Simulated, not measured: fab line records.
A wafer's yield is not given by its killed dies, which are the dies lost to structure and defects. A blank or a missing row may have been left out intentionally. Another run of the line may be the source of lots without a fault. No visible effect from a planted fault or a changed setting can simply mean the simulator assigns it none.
Lot-split experiment    flow n5-finfet    route with 1938 steps; 7 lots, 21 wafers read

ABOUT THE SPLIT
At N5_BEOL_M11_COAT_05 (resist thk 90 nm), the setting spin-rpm was moved away from the recipe's 1500 rpm on 7 of the 21 wafers read, by -9.7% to +10.7%. This setting was run at the recipe's value on the other wafers.

FROM THE SPLIT TO THE READING: what the file shows between them, 4 steps
- N5_BEOL_M11_EBR_07
- N5_BEOL_M11_SOFTBAKE_06: time 60 s
- N5_BEOL_M11_EXPOSE_08: exposes mask M11
- N5_BEOL_M11_PEB_09: peb time 60 s

THE READING
CAR-ArF_of_BEOL_M11_COAT_05.thk-nm (the simulator's own value, which no gauge read), in nm, at N5_BEOL_M11_DEVELOP_10 (develop time 30 s). The file gives no usual value for it. Here, 14 wafers ran the recipe; their average is 88.3 nm with a standard deviation of 0.19 nm.

wafer   tool, chamber at the split  spin-rpm as run, rpm  against the recipe  CAR-ArF_of_BEOL_M11_COAT_05.thk-nm, nm  against lot-mates on the recipe
L077.1  litho-track-02, 0           1660                  +10.7%              83.8                                    -4.5
L077.2  litho-track-02, 0           1500                  recipe              88.2                                    -
L077.4  litho-track-02, 0           1500                  recipe              88.4                                    -
L079.2  litho-track-02, 0           1500                  recipe              88.4                                    -
L079.4  litho-track-02, 0           1500                  recipe              88                                      -
L079.6  litho-track-02, 0           1500                  recipe              88.2                                    -
L081.2  litho-track-05, 0           1500                  recipe              88.2                                    -
L081.5  litho-track-05, 0           1500                  recipe              88.2                                    -
L081.4  litho-track-05, 0           1500                  recipe              88                                      -
L083.2  litho-track-01, 0           1355                  -9.7%               93.2                                    +4.6
L083.5  litho-track-01, 0           1355                  -9.7%               93.4                                    +4.8
L083.6  litho-track-01, 0           1500                  recipe              88.6                                    -
L090.1  litho-track-05, 0           1500                  recipe              88                                      -
L090.3  litho-track-05, 0           1427                  -4.9%               90.2                                    +2.2
L090.4  litho-track-05, 0           1427                  -4.9%               90.2                                    +2.2
L091.2  litho-track-02, 0           1500                  recipe              88.2                                    -
L091.4  litho-track-02, 0           1500                  recipe              88.4                                    -
L091.6  litho-track-02, 0           1658                  +10.5%              83.8                                    -4.5
L092.1  litho-track-01, 0           1373                  -8.5%               93                                      +4.5
L092.5  litho-track-01, 0           1500                  recipe              88.6                                    -
L092.6  litho-track-01, 0           1500                  recipe              88.4                                    -

THE FIT
A straight line over all 21 wafers: CAR-ArF_of_BEOL_M11_COAT_05.thk-nm changes by -0.47 nm for each +1% of spin-rpm; r = -0.99; the points scatter about the line by 0.34 nm.
The same after taking each lot's own level away (the mean of its wafers on the recipe; 21 wafers): -0.461 nm for each +1%; r = -1.00; scatter 0.21 nm.
Per that fit: largest spin-rpm move, reading shift of 4.9 nm.
Across the lots, their own levels run from 88.00 to 88.60 nm, a range of 3.1 times the standard deviation given above.
Hence the lot-to-lot level has little effect on the slope; both slopes agree.
Check: -4.97 nm against its lot-mates is what the line predicts for one of the wafers moved furthest among these (+10.7%) when that wafer is left out of the fit. It came out at -4.5 nm against them.

THE WHOLE CHAIN: every reading that the file lists as answering this split, in the file's order
step                    what it does                                                       reading                                                                              change (the file's fit)                                                              r (the file's)
N5_BEOL_M11_COAT_05     resist thk 90 nm                                                   CAR-ArF_of_BEOL_M11_COAT_05.thk-nm (the simulator's own value, which no gauge read)  -0.466 nm for each +1% of the setting                                                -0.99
N5_BEOL_M11_DEVELOP_10  develop time 30 s                                                  CAR-ArF_of_BEOL_M11_COAT_05.thk-nm (the simulator's own value, which no gauge read)  -0.459 nm for each +1% of the setting                                                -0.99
N5_BEOL_M11_HM_OPEN_17  chemistry Cl2/BCl3, target TiN, target depth 20 nm, overetch 6 nm  etch.depth-nm (the simulator's own value, which no gauge read)                       not straight: 16.4 at the lowest setting, 19.97 at the recipe, 20.11 at the highest  not given

FILE'S OWN FIT
CAR-ArF_of_BEOL_M11_COAT_05.thk-nm changes by -0.459 nm for each +1% of spin-rpm, r = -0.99.
